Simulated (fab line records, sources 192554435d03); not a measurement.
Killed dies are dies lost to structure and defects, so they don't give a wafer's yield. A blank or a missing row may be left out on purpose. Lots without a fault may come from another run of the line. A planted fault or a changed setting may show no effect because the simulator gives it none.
fab line records | flow n5_finfet
record lots=7 wafers=21
route steps=1938 shown BEOL_M2@867 BEOL_M3@933 BEOL_M4@1064 BEOL_M5@1112 BEOL_M6@1197
start_h: hours from the record's first day to the start of the lot's first wafer shown | wait_h: hours since the lot's step before | " the same as in the row above | L1.1+2: a row that stands for several wafers | - no value, or no start given | * or withheld: withheld | < > ~ a bound
route shown NAME@n: a module of which the file shows steps, and the number in the route of the first | usual: mean/standard deviation of fault-free wafers | same: alike in all rows | chamber/n: place in a boat | sites: the reading at each site | _std_site: their standard deviation | _edge_site: outer sites' mean less inner sites' | radius_mm: how far each site lies from the wafer's centre | mask NAME#n: copy n | behind: the tool/chamber that last shaped the wafer | hold: why the lot was held/for how many hours/how that ended | device: the transistor (n, p or np) that didn't switch | end of line: the same wafers' tests at the end of the route | a step without rows: its recipe alone | killed: dies lost to structure and defects at the first sort, not the wafer's yield | map: a wafer's dies, x killed, . not, _ none there
set.NAME: the setting as run; set.NAME@STEP: as run at that earlier step | model.NAME: the simulator's own value behind a step, which no gauge read
lots whose settings were changed on purpose; a table a step, a row a wafer
## steps
# step N5_BEOL_M2_COAT_67
# recipe resist=SOC temp_c=250 time_s=60 spin_rpm=1500 resist_thk_nm=60
# columns lot.wafer tool chamber start_h wait_h set.spin_rpm model.SOC_of_BEOL_M2_COAT_67.thk_nm
L077.3 litho_track-03 0 148.39 0.0 1587 58.4
L077.5 " 0 " " 1587 58.2
L077.6 " 0 " " 1500 60
L078.1+2+6 litho_track-03 0 150.73 0.0 1500 60.2
L082.3 litho_track-02 0 182.01 0.0 1660 57.6
L082.4 " 0 " " 1500 60.2
L082.5 " 0 " " 1660 57.4
L090.1 litho_track-02 0 230.58 0.0 1500 60.2
L090.3+6 " 0 " " 1625 57.6
L092.1 litho_track-02 0 237.72 0.0 1500 60.2
L092.2+6 " 0 " " 1500 60.4
L095.3 litho_track-02 0 253.42 0.0 1500 60.2
L095.5 " 0 " " 1500 60
L095.6 " 0 " " 1438 61.2
L094.3 litho_track-03 0 263.09 0.0 1623 58
L094.4+6 " 0 " " 1500 60.2
# step N5_BEOL_M2_COAT_68
# recipe resist=SiARC temp_c=220 time_s=60 spin_rpm=1500 resist_thk_nm=12
# step N5_BEOL_M2_COAT_76
# recipe resist=underlayer temp_c=205 time_s=60 spin_rpm=1500 resist_thk_nm=5
# step N5_BEOL_M2_ALD_98
# recipe material=SiO2 target_thk_a=25 temp_c=100 ald_precursor_family=BDEAS ald_co_reactant=O2-plasma pulse_time_s=1 co_reactant_pulse_time_s=1 purge_time_s=2 co_reactant_purge_time_s=2 ald_cycles=17 pressure_torr=2
# step N5_BEOL_M2_ETCHBACK_99
# recipe chemistry=CHF3 target=SiO2 target_depth_a=50 time_s=10.4 source_w=215 bias_w=47 Ar_flow_sccm=200 CHF3_flow_sccm=12 ion_energy_ev=100 pressure_mtorr=30
# step N5_BEOL_M2_ETCH_70
# recipe chemistry=N2/H2 target=SOC target_depth_a=800 overetch_a=240 mask_material=SiARC temp_c=40 time_s=130 ion_energy_ev=200 pressure_mtorr=30 source_w=840 bias_w=150 n2_flow_sccm=200 h2_flow_sccm=200
# columns lot.wafer tool chamber start_h wait_h set.spin_rpm@BEOL_M2_COAT_67 model.etch.depth_nm
L077.3 rie_diel-02 2 149.29 0.0 1587 58.34
L077.5 " 0 " " 1587 58.26
L077.6 " 2 " " 1500 59.93
L078.1+6 rie_diel-01 1,3 152.43 0.0 1500 60.14
L078.2 " 0 " " 1500 60.13
L082.3 rie_diel-06 3 184.48 0.0 1660 57.54
L082.4 " 0 " " 1500 60.19
L082.5 " 2 " " 1660 57.34
L090.1 rie_diel-02 3 232.79 0.0 1500 60.15
L090.3 " 2 " " 1625 57.69
L090.6 " 3 " " 1625 57.6
L092.1 rie_diel-02 2 239.13 0.0 1500 60.21
L092.2 " 1 " " 1500 60.31
L092.6 " 2 " " 1500 60.33
L095.3 rie_diel-01 0 261.53 0.0 1500 60.15
L095.5 " 0 " " 1500 60.04
L095.6 " 1 " " 1438 61.28
L094.3 rie_diel-06 0 264.70 0.0 1623 58.03
L094.4 " 3 " " 1500 60.19
L094.6 " 2 " " 1500 60.24
# step N5_BEOL_M2_STRIP_71
# recipe chemistry=N2/H2 temp_c=40 n2_flow_sccm=200 h2_flow_sccm=200 rf_frequency_hz=6e+07
# step N5_BEOL_M2_STRIP_78
# recipe chemistry=N2/H2 temp_c=40 n2_flow_sccm=200 h2_flow_sccm=200 rf_frequency_hz=6e+07
# step N5_BEOL_M2_VIA_ETCH_34
# recipe chemistry=C4F6/O2 target_depth_a=694 mask_material=SOC pressure_mtorr=15 ion_energy_ev=250 taper_deg=4 time_s=65.9 source_w=350 bias_w=170 Ar_flow_sccm=300 C4F6_flow_sccm=10 O2_flow_sccm=10
# columns lot.wafer tool chamber start_h wait_h set.spin_rpm@BEOL_M2_COAT_67 model.SOC_of_BEOL_M2_COAT_67.thk_nm
L077.3 rie_diel-02 2 149.40 0.0 1587 50.2
L077.5 " 0 " " 1587 50
L077.6 " 2 " " 1500 51.6
L078.1+6 rie_diel-01 1,3 152.53 0.0 1500 52
L078.2 " 0 " " 1500 52.2
L082.3 rie_diel-06 3 184.58 0.0 1660 49
L082.4 " 0 " " 1500 51.6
L082.5 " 2 " " 1660 49.2
L090.1 rie_diel-02 3 232.90 0.0 1500 52
L090.3 " 2 " " 1625 49.6
L090.6 " 3 " " 1625 49.4
L092.1 rie_diel-02 2 239.23 0.0 1500 52
L092.2+6 " 1,2 " " 1500 52.2
L095.3+5 rie_diel-01 0 261.64 0.0 1500 52
L095.6 " 1 " " 1438 53.2
L094.3 rie_diel-06 0 264.80 0.0 1623 49.6
L094.4 " 3 " " 1500 51.8
L094.6 " 2 " " 1500 52.2
# step N5_BEOL_M3_PECVD_72
# recipe material=SiO2 target_thk_a=160 temp_c=400 precursor=TEOS/O2 pressure_torr=5.5 rf_w=450 teos_flow_sccm=53.8 gas=O2 flow_sccm=3000 time_s=18
# columns lot.wafer tool chamber start_h wait_h set.time_s model.SiO2_of_BEOL_M3_PECVD_72.thk_nm
L077.3 pecvd-04 2 153.81 0.0 16.14 14.4
L077.5 " 1 " " 18 16.2
L077.6 " 2 " " 16.14 14.6
L078.1 pecvd-04 2 156.81 0.0 18 16
L078.2 " 0 " " 18 15.8
L078.6 " 2 " " 18 16.2
L082.3 pecvd-02 1 188.88 0.0 18 16
L082.4 " 0 " " 19.68 17.4
L082.5 " 2 " " 18 16.2
L090.1 pecvd-04 0 236.96 0.0 18 15.6
L090.3 " 0 " " 16.32 14.2
L090.6 " 0 " " 18 16
L092.1+2 pecvd-01 2,0 243.61 0.0 18 16
L092.6 " 2 " " 18 16.4
L095.3 pecvd-02 1 266.10 0.0 18 16.2
L095.5 " 2 " " 18.76 16.8
L095.6 " 0 " " 18 16
L094.3 pecvd-04 2 270.07 0.0 15.31 13.8
L094.4+6 " 0,2 " " 18 16.2
# step N5_BEOL_M4_ETCH_70
# recipe chemistry=N2/H2 target=SOC target_depth_a=800 overetch_a=240 mask_material=SiARC temp_c=40 time_s=130 ion_energy_ev=200 pressure_mtorr=30 source_w=840 bias_w=150 n2_flow_sccm=200 h2_flow_sccm=200
# usual rf_vpp_V=523.6/2.6
# columns lot.wafer tool chamber start_h wait_h set.source_w rf_vpp_V
L078.1 rie_diel-01 1 175.38 0.0 757.5 539.7
L078.2 " 2 " " 840 524.9
L078.6 " 2 " " 840 524.6
L077.3 rie_diel-01 1 176.29 0.0 840 521.1
L077.5 " 3 " " 840 521.4
L077.6 " 0 " " 779.2 537.1
L082.3 rie_diel-06 0 207.78 0.0 883 519.6
L082.4 " 2 " " 840 525.0
L082.5 " 2 " " 840 525.1
L090.1 rie_diel-06 2 256.06 0.0 840 524.6
L090.3 " 3 " " 840 521.6
L090.6 " 3 " " 840 520.7
L092.1 rie_diel-01 2 263.90 0.0 840 525.9
L092.2 " 1 " " 840 521.9
L092.6 " 0 " " 840 521.9
L095.3 rie_diel-06 1 282.29 0.0 988.4 494.8
L095.5 " 3 " " 988.4 492.5
L095.6 " 0 " " 988.4 499.6
L094.3 rie_diel-06 0 290.24 0.0 840 527.8
L094.4 " 1 " " 730.6 548.2
L094.6 " 3 " " 840 520.3
# step N5_BEOL_M5_ILD_DEP_00
# recipe material=SiCOH_lowk target_thk_a=1406.4 temp_c=300 precursor=DEMS/porogen pressure_torr=5 rf_w=500 time_s=25.9
# columns lot.wafer tool chamber start_h wait_h set.time_s model.SiCOH_lowk_of_BEOL_M5_ILD_DEP_00.thk_nm
L078.1+2 pecvd-04 0,1 180.53 0.8 25.9 142.2
L078.6 " 2 " " 25.9 143
L077.3 pecvd-03 0 182.73 0.5 25.9 137.2
L077.5 " 0 " " 25.9 138.4
L077.6 " 1 " " 25.9 143.8
L082.3 pecvd-04 1 212.96 0.5 25.9 142
L082.4 " 0 " " 25.9 143.4
L082.5 " 1 " " 25.9 143
L090.1 pecvd-03 2 263.78 0.8 25.9 139.4
L090.3 " 1 " " 25.9 138
L090.6 " 2 " " 25.9 139
L092.1 pecvd-01 2 269.41 0.8 25.9 139
L092.2 " 0 " " 25.9 137.6
L092.6 " 2 " " 25.9 142.6
L095.3+5 pecvd-04 2,1 289.10 0.5 25.9 142.8
L095.6 " 0 " " 25.9 142.2
L094.3 pecvd-01 1 295.47 0.5 29.73 159
L094.4 " 1 " " 29.73 158.6
L094.6 " 1 " " 29.73 159.8
# step N5_BEOL_M5_CURE_79
# recipe temp_c=385 time_s=240 ambient=He/Ar material=SiCOH_lowk
# columns lot.wafer tool chamber start_h wait_h set.time_s@BEOL_M5_ILD_DEP_00 model.SiCOH_lowk_of_BEOL_M5_ILD_DEP_00.thk_nm
L078.1 uv_cure-02 1 180.59 0.0 25.9 122.2
L078.2 " 1 " " 25.9 122.4
L078.6 " 1 " " 25.9 123.2
L077.3 uv_cure-01 0 182.96 0.2 25.9 118
L077.5 " 0 " " 25.9 119
L077.6 " 0 " " 25.9 123.8
L082.3 uv_cure-02 1 213.18 0.2 25.9 122.2
L082.4 " 1 " " 25.9 123.4
L082.5 " 1 " " 25.9 123
L090.1 uv_cure-02 1 263.84 0.0 25.9 119.8
L090.3 " 1 " " 25.9 118.6
L090.6 " 1 " " 25.9 119.6
L092.1 uv_cure-03 0 269.47 0.0 25.9 119.6
L092.2 " 0 " " 25.9 118.4
L092.6 " 0 " " 25.9 122.6
L095.3+5 uv_cure-01 1 289.32 0.2 25.9 122.8
L095.6 " 1 " " 25.9 122.2
L094.3 uv_cure-02 2 295.73 0.2 29.73 136.8
L094.4 " 2 " " 29.73 136.6
L094.6 " 2 " " 29.73 137.6
# step N5_BEOL_M5_THK_MEAS_01
# recipe reads=SiCOH_lowk_of_BEOL_M5_ILD_DEP_00
# usual M5_ILD_THK=120.9/1.8
# columns lot.wafer tool chamber start_h wait_h set.time_s@BEOL_M5_ILD_DEP_00 M5_ILD_THK[nm]
L078.1 film_metro-02 - 181.11 0.4 25.9 122.4
L078.2 " - " " 25.9 122.5
L078.6 " - " " 25.9 123.1
L077.3 film_metro-01 - 183.31 0.3 25.9 118.0
L077.5 " - " " 25.9 119.0
L077.6 " - " " 25.9 123.7
L082.3 film_metro-02 - 213.54 0.3 25.9 122.2
L082.4 " - " " 25.9 123.5
L082.5 " - " " 25.9 123.1
L090.1 film_metro-02 - 264.36 0.4 25.9 119.8
L090.3 " - " " 25.9 118.7
L090.6 " - " " 25.9 119.5
L092.1 film_metro-02 - 270.46 0.8 25.9 119.7
L092.2 " - " " 25.9 118.4
L092.6 " - " " 25.9 122.6
L095.3 film_metro-02 - 289.68 0.3 25.9 122.7
L095.5 " - " " 25.9 122.8
L095.6 " - " " 25.9 122.2
L094.3 film_metro-01 - 296.09 0.3 29.73 136.8
L094.4 " - " " 29.73 136.4
L094.6 " - " " 29.73 137.6
# step N5_BEOL_M5_COAT_71
# recipe resist=underlayer temp_c=205 time_s=60 spin_rpm=1500 resist_thk_nm=5
# columns lot.wafer tool chamber start_h wait_h set.spin_rpm
L078.1+6 litho_track-01 0 - - 1500
L078.2 " 0 " " 1614
L077.3 litho_track-04 0 - - 1633
L077.5+6 " 0 " " 1500
L082.3 litho_track-01 0 - - 1500
L082.4+5 " 0 " " 1368
L090.1+3+6 litho_track-01 0 - - 1500
L092.1+2+6 litho_track-04 0 - - 1500
L095.3+5+6 litho_track-04 0 - - 1500
L094.3+4+6 litho_track-04 0 - - 1500
# step N5_BEOL_M5_COAT_05
# recipe resist=CAR-EUV spin_rpm=1500 resist_thk_nm=30
# step N5_BEOL_M5_EBR_07
# recipe solvent=PGMEA ebr_width_mm=1.5
# step N5_BEOL_M5_DESCUM_16
# recipe chemistry=O2 time_s=7 source_power_w=50 bias_power_w=20 pressure_mtorr=20 rf_frequency_hz=2.712e+07 temp_c=40 resist=CAR-EUV o2_flow_sccm=225
# step N5_BEOL_M5_ETCH_72
# recipe chemistry=N2/H2 target=underlayer target_depth_a=65 mask_material=CAR-EUV time_s=5.2 ion_energy_ev=200 pressure_mtorr=30 source_w=840 bias_w=150 n2_flow_sccm=200 h2_flow_sccm=200 ends=cleared
# usual etch_rf_on_time_s=5.18/0.079
# columns lot.wafer tool chamber start_h wait_h set.spin_rpm@BEOL_M5_COAT_71 etch_rf_on_time_s model.etch.depth_nm
L078.1 rie_diel-03 2 182.26 0.0 1500 5.25 5.01
L078.2 " 0 " " 1614 5.04 4.826
L078.6 " 0 " " 1500 5.21 5.013
L077.3 rie_diel-04 0 184.92 0.0 1633 4.93 4.792
L077.5 " 2 " " 1500 5.28 4.999
L077.6 " 1 " " 1500 5.25 5.009
L082.3 rie_diel-05 2 214.66 0.0 1500 5.07 4.998
L082.4 " 3 " " 1368 5.42 5.219
L082.5 " 2 " " 1368 5.32 5.226
L090.1 rie_diel-03 3 265.56 0.0 1500 5.06 4.969
L090.3 " 2 " " 1500 5.16 4.977
L090.6 " 3 " " 1500 4.99 4.961
L092.1 rie_diel-03 1 272.23 0.0 1500 5.31 5.039
L092.2 " 0 " " 1500 5.21 5.014
L092.6 " 1 " " 1500 5.23 5.035
L095.3 rie_diel-03 1 291.10 0.0 1500 5.26 5.016
L095.5 " 1 " " 1500 5.25 5.013
L095.6 " 0 " " 1500 5.21 4.996
L094.3 rie_diel-03 1 297.01 0.0 1500 5.20 5.034
L094.4 " 2 " " 1500 5.17 5.029
L094.6 " 1 " " 1500 5.23 5.03
# step N5_BEOL_M6_PECVD_70
# recipe material=SiO2 target_thk_a=200 temp_c=400 precursor=TEOS/O2 pressure_torr=5.5 rf_w=450 teos_flow_sccm=53.8 gas=O2 flow_sccm=3000 time_s=22.7
# columns lot.wafer tool chamber start_h wait_h set.temp_c model.SiO2_of_BEOL_M6_PECVD_70.thk_nm
L078.1 pecvd-03 1 191.48 0.0 400 19.8
L078.2 " 0 " " 400 20
L078.6 " 0 " " 400 20.6
L077.3 pecvd-02 1 195.28 0.0 400 20
L077.5 " 2 " " 400 20.2
L077.6 " 1 " " 400 20.4
L082.3 pecvd-03 2 225.42 0.0 415.4 18
L082.4 " 2 " " 415.4 18.2
L082.5 " 1 " " 400 20
L090.1 pecvd-02 2 275.28 0.0 400 20.4
L090.3 " 0 " " 400 19.4
L090.6 " 0 " " 410.5 18.2
L092.1+2+6 pecvd-03 0,2,0 282.77 0.0 400 20
L095.3 pecvd-03 1 303.44 0.0 409.8 18.4
L095.5+6 " 0,2 " " 400 20.2
L094.3 pecvd-03 2 310.28 0.0 404.7 19.4
L094.4+6 " 0,2 " " 400 20.4
# step N5_BEOL_M6_HM_DEP_02
# recipe material=TiN target_thk_a=200 temp_c=25 chamber_pressure_pa=0.49996
# columns lot.wafer tool chamber start_h wait_h set.target_thk_a model.TiN_of_BEOL_M6_HM_DEP_02.thk_nm
L078.1+6 pvd_sputter-01 - 192.53 1.0 184.4 18.8
L078.2 " - " " 184.4 18.4
L077.3+6 pvd_sputter-03 - 197.71 2.4 208.3 21
L077.5 " - " " 200 20.2
L082.3 pvd_sputter-02 - 226.85 1.4 226.9 23
L082.4 " - " " 226.9 22.8
L082.5 " - " " 200 20.2
L090.1 pvd_sputter-03 - 275.80 0.5 187.9 18.8
L090.3 " - " " 200 20
L090.6 " - " " 187.9 19
L092.1 pvd_sputter-02 - 284.51 1.7 200 20.6
L092.2 " - " " 200 20.2
L092.6 " - " " 200 20.4
L095.3 pvd_sputter-03 - 303.50 0.0 176.4 17.6
L095.5 " - " " 176.4 17.8
L095.6 " - " " 200 19.8
L094.3 pvd_sputter-01 - 310.37 0.1 200 19.6
L094.4+6 " - " " 200 20.2
# step N5_BEOL_M6_ETCH_62
# recipe chemistry=N2/H2 target=SOC target_depth_a=1100 overetch_a=220 mask_material=SiARC temp_c=40 time_s=165 ion_energy_ev=200 pressure_mtorr=30 source_w=840 bias_w=150 n2_flow_sccm=200 h2_flow_sccm=200
# usual rf_vpp_V=523.6/2.7
# columns lot.wafer tool chamber start_h wait_h set.bias_w rf_vpp_V
L078.1 rie_diel-01 2 193.20 0.0 150 527.0
L078.2 " 1 " " 165.3 554.2
L078.6 " 1 " " 165.3 552.4
L077.3 rie_diel-01 3 198.26 0.0 150 522.1
L077.5 " 3 " " 142 503.7
L077.6 " 2 " " 142 506.7
L082.3 rie_diel-02 1 228.94 0.0 172.3 568.5
L082.4 " 2 " " 150 525.3
L082.5 " 0 " " 172.3 576.4
L090.1 rie_diel-02 3 276.45 0.0 140.9 503.5
L090.3 " 1 " " 140.9 500.0
L090.6 " 3 " " 150 522.0
L092.1 rie_diel-01 3 285.20 0.0 150 520.2
L092.2 " 1 " " 150 520.2
L092.6 " 0 " " 150 523.8
L095.3 rie_diel-01 0 304.17 0.0 150 522.3
L095.5 " 1 " " 150 520.9
L095.6 " 3 " " 150 524.2
L094.3 rie_diel-06 0 311.05 0.0 150 527.4
L094.4 " 2 " " 150 525.0
L094.6 " 3 " " 150 520.7
# step N5_BEOL_M6_STRIP_68
# recipe chemistry=N2/H2 temp_c=40 n2_flow_sccm=200 h2_flow_sccm=200 rf_frequency_hz=6e+07
# step N5_BEOL_M6_STRIP_67
# recipe chemistry=CF4 resist=SiARC power_w=300 bias_power_w=75 pressure_mtorr=50 cf4_flow_sccm=150 rf_frequency_hz=6e+07
# step N5_BEOL_M6_HM_OPEN_17
# recipe chemistry=Cl2/BCl3 target_depth_a=200 overetch_a=60 target=TiN mask_material=SOC ion_energy_ev=150 pressure_mtorr=10 icp_w=1000 bias_w=126 Cl2_flow_sccm=53.25 bcl3_flow_sccm=21.75 Ar_flow_sccm=25
# columns lot.wafer tool chamber start_h wait_h set.target_thk_a@BEOL_M6_HM_DEP_02 model.etch.depth_nm
L078.1 rie_metal-03 1 193.39 0.0 184.4 18.86
L078.2 " 0 " " 184.4 18.46
L078.6 " 1 " " 184.4 18.8
L077.3 rie_metal-02 1 198.48 0.1 208.3 20.99
L077.5 " 0 " " 200 20.19
L077.6 " 1 " " 208.3 21.02
L082.3 rie_metal-03 0 229.17 0.1 226.9 22.95
L082.4 " 1 " " 226.9 22.79
L082.5 " 1 " " 200 20.15
L090.1 rie_metal-03 1 276.64 0.0 187.9 18.89
L090.3 " 1 " " 200 20.01
L090.6 " 1 " " 187.9 18.91
L092.1 rie_metal-02 0 285.39 0.0 200 20.64
L092.2 " 0 " " 200 20.26
L092.6 " 0 " " 200 20.48
L095.3 rie_metal-02 0 304.42 0.1 176.4 17.64
L095.5 " 0 " " 176.4 17.85
L095.6 " 0 " " 200 19.85
L094.3 rie_metal-02 1 311.26 0.1 200 19.65
L094.4 " 0 " " 200 20.25
L094.6 " 0 " " 200 20.17
# step N5_BEOL_M6_STRIP_19
# recipe chemistry=O2 power_w=400 temp_c=40 pressure_mtorr=30 rf_frequency_hz=6e+07 bias_power_w=0 overash_fraction=0.2 o2_flow_sccm=225
# step N5_BEOL_M6_STRIP_80
# recipe chemistry=N2/H2 time_s=10 power_w=450 temp_c=40 pressure_mtorr=20 rf_frequency_hz=6e+07 bias_power_w=7 n2_flow_sccm=200 h2_flow_sccm=200
# step N5_BEOL_M6_HM_STRIP_39
# recipe chemistry=peroxide_tin_strip material=TiN target_depth_a=250 temp_c=50 time_s=158
# columns lot.wafer tool chamber start_h wait_h set.temp_c@BEOL_M6_PECVD_70 model.SiO2_of_BEOL_M6_PECVD_70.thk_nm
L078.1 wet_bench-05 1 194.63 0.0 400 19.6
L078.2 " 2 " " 400 20
L078.6 " 6 " " 400 20.4
L077.3 wet_bench-05 2 201.03 0.0 400 19.8
L077.5 " 3 " " 400 20
L077.6 " 1 " " 400 20.2
L082.3 wet_bench-05 2 232.03 0.0 415.4 17.8
L082.4 " 1 " " 415.4 18
L082.5 " 4 " " 400 19.8
L090.1 wet_bench-03 2 280.21 0.0 400 20.2
L090.3 " 3 " " 400 19.2
L090.6 " 6 " " 410.5 18
L092.1 wet_bench-01 2 287.00 0.0 400 19.8
L092.2+6 " 4,6 " " 400 20
L095.3 wet_bench-01 5 310.42 0.0 409.8 18.4
L095.5 " 4 " " 400 20.2
L095.6 " 2 " " 400 20
L094.3 wet_bench-03 1 314.97 0.0 404.7 19.2
L094.4+6 " 2,4 " " 400 20.2
## key
split step=N5_BEOL_M2_COAT_67 setting=spin_rpm stated=1500 by=wafer
response step=N5_BEOL_M2_COAT_67 reading=model.SOC_of_BEOL_M2_COAT_67.thk_nm change=-0.275 per=1% r=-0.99
response step=N5_BEOL_M2_ETCH_70 reading=model.etch.depth_nm change=-0.274 per=1% r=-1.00
response step=N5_BEOL_M2_VIA_ETCH_34 reading=model.SOC_of_BEOL_M2_COAT_67.thk_nm change=-0.268 per=1% r=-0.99
split step=N5_BEOL_M3_PECVD_72 setting=time_s stated=18 by=wafer
response step=N5_BEOL_M3_PECVD_72 reading=model.SiO2_of_BEOL_M3_PECVD_72.thk_nm change=+0.16 per=1% r=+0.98
split step=N5_BEOL_M4_ETCH_70 setting=source_w stated=840 by=wafer
response step=N5_BEOL_M4_ETCH_70 reading=rf_vpp_V change=-1.75 per=1% r=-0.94
split step=N5_BEOL_M5_ILD_DEP_00 setting=time_s stated=25.9 by=lot
response step=N5_BEOL_M5_ILD_DEP_00 reading=model.SiCOH_lowk_of_BEOL_M5_ILD_DEP_00.thk_nm change=+1.22 per=1% r=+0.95
response step=N5_BEOL_M5_CURE_79 reading=model.SiCOH_lowk_of_BEOL_M5_ILD_DEP_00.thk_nm change=+1.06 per=1% r=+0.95
response step=N5_BEOL_M5_THK_MEAS_01 reading=M5_ILD_THK change=+1.05 per=1% r=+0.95
split step=N5_BEOL_M5_COAT_71 setting=spin_rpm stated=1500 by=wafer
response step=N5_BEOL_M5_ETCH_72 reading=etch_rf_on_time_s change=* per=1% r=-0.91
response step=N5_BEOL_M5_ETCH_72 reading=model.etch.depth_nm change=-0.0246 per=1% r=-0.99
split step=N5_BEOL_M6_PECVD_70 setting=temp_c stated=400 by=wafer
response step=N5_BEOL_M6_PECVD_70 reading=model.SiO2_of_BEOL_M6_PECVD_70.thk_nm change=-0.597 per=1% r=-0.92
response step=N5_BEOL_M6_HM_STRIP_39 reading=model.SiO2_of_BEOL_M6_PECVD_70.thk_nm change=-0.588 per=1% r=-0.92
split step=N5_BEOL_M6_HM_DEP_02 setting=target_thk_a stated=200 by=wafer
response step=N5_BEOL_M6_HM_DEP_02 reading=model.TiN_of_BEOL_M6_HM_DEP_02.thk_nm change=+0.19 per=1% r=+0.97
response step=N5_BEOL_M6_HM_OPEN_17 reading=model.etch.depth_nm change=+0.191 per=1% r=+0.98
split step=N5_BEOL_M6_ETCH_62 setting=bias_w stated=150 by=wafer
response step=N5_BEOL_M6_ETCH_62 reading=rf_vpp_V change=+3.03 per=1% r=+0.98
